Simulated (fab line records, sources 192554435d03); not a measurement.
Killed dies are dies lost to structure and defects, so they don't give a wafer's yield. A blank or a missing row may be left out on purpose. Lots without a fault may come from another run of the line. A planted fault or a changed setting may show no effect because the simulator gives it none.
Split-lot experiment | flow n5_finfet | 7 lots, 39 wafers read, on a route of 1938 steps

THE SPLIT
At N5_HKMG_FIN_DEVELOP_11 (develop time 30 s), the setting develop_time_s was moved away from the recipe's 30 s on 12 of the 39 wafers read, by -56.1% to +39.3%. The other wafers ran this setting at the recipe's value.

The file shows no step between the split and the reading.

THE READING
cd_nm, in nm, at N5_HKMG_FIN_CD_MEAS_12 (target cd 92.8 nm). Fault-free wafers of this fab line usually give 92.6 nm, standard deviation 0.67 nm.

wafer  | tool, chamber at the split | develop_time_s as run, s | against the recipe | cd_nm, nm | against lot-mates on the recipe
L074.1 | litho_track-02, 0          | 30                       | recipe             | 91.9      | -
L074.2 | litho_track-02, 0          | 30                       | recipe             | 92.0      | -
L074.3 | litho_track-02, 0          | 30                       | recipe             | 92.9      | -
L074.4 | litho_track-02, 0          | 30                       | recipe             | 92.9      | -
L074.5 | litho_track-02, 0          | 30                       | recipe             | 91.7      | -
L074.6 | litho_track-02, 0          | 30                       | recipe             | 92.1      | -
L077.1 | litho_track-01, 0          | 30                       | recipe             | 92.8      | -
L077.2 | litho_track-01, 0          | 30                       | recipe             | 92.6      | -
L077.3 | litho_track-01, 0          | 30                       | recipe             | 93.7      | -
L077.4 | litho_track-01, 0          | 30                       | recipe             | 92.7      | -
L077.5 | litho_track-01, 0          | 30                       | recipe             | 93.9      | -
L077.6 | litho_track-01, 0          | 30                       | recipe             | 94.2      | -
L079.1 | litho_track-05, 0          | 23.77                    | -20.8%             | 91.4      | -1.4
L079.2 | litho_track-05, 0          | 23.77                    | -20.8%             | 91.1      | -1.7
L079.3 | litho_track-05, 0          | 30                       | recipe             | 92.8      | -
L079.4 | litho_track-05, 0          | 23.77                    | -20.8%             | 91.0      | -1.8
L079.5 | litho_track-05, 0          | 30                       | recipe             | 92.3      | -
L079.6 | litho_track-05, 0          | 30                       | recipe             | 93.4      | -
L082.1 | litho_track-02, 0          | 30                       | recipe             | 91.9      | -
L082.3 | litho_track-02, 0          | 30                       | recipe             | 92.4      | -
L082.5 | litho_track-02, 0          | 30                       | recipe             | 92.2      | -
L088.1 | litho_track-01, 0          | 41.8                     | +39.3%             | 94.7      | +2.2
L088.2 | litho_track-01, 0          | 30                       | recipe             | 92.6      | -
L088.3 | litho_track-01, 0          | 30                       | recipe             | 92.9      | -
L088.4 | litho_track-01, 0          | 41.8                     | +39.3%             | 95.5      | +3.0
L088.5 | litho_track-01, 0          | 30                       | recipe             | 92.1      | -
L088.6 | litho_track-01, 0          | 41.8                     | +39.3%             | 95.2      | +2.7
L096.1 | litho_track-01, 0          | 24.08                    | -19.7%             | 92.2      | -0.6
L096.2 | litho_track-01, 0          | 24.08                    | -19.7%             | 90.4      | -2.4
L096.3 | litho_track-01, 0          | 30                       | recipe             | 92.5      | -
L096.4 | litho_track-01, 0          | 24.08                    | -19.7%             | 91.5      | -1.3
L096.5 | litho_track-01, 0          | 30                       | recipe             | 92.5      | -
L096.6 | litho_track-01, 0          | 30                       | recipe             | 93.3      | -
L097.1 | litho_track-01, 0          | 13.16                    | -56.1%             | 87.9      | -4.5
L097.2 | litho_track-01, 0          | 13.16                    | -56.1%             | 88.5      | -3.9
L097.3 | litho_track-01, 0          | 30                       | recipe             | 93.1      | -
L097.4 | litho_track-01, 0          | 30                       | recipe             | 91.6      | -
L097.5 | litho_track-01, 0          | 13.16                    | -56.1%             | 88.6      | -3.8
L097.6 | litho_track-01, 0          | 30                       | recipe             | 92.6      | -

THE FIT
A straight line over all 39 wafers: cd_nm changes by +0.0714 nm for each +1% of develop_time_s; r = +0.92; the points scatter about the line by 0.62 nm.
The same after taking each lot's own level away (the mean of its wafers on the recipe; 39 wafers): +0.0711 nm for each +1%; r = +0.95; scatter 0.49 nm.
On that fit, the largest move of develop_time_s shifts the reading by 4 nm.
The lots' own levels span 92.17 to 93.32 nm, that is 1.7 times the standard deviation above.
So the lot-to-lot level changes the slope little: the two slopes agree.
Check: with one of the wafers moved furthest among these (-56.1%) left out of the fit, the line predicts -3.91 nm for it against its lot-mates. It came out at -4.53 nm against them.

OTHER SPLITS ON THESE WAFERS
These wafers also went through other splits before the reading. Each is held against what the fit with the lots' levels taken away leaves over:
other split on the same wafers     | wafers away from the commonest value | r with cd_nm (lot level and that fit taken away)
N5_SD_EPI_N_ETCH_45 target_depth_a | 15                                   | -0.01

THE FILE'S OWN FIT
cd_nm changes by +0.0718 nm for each +1% of develop_time_s, r = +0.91.
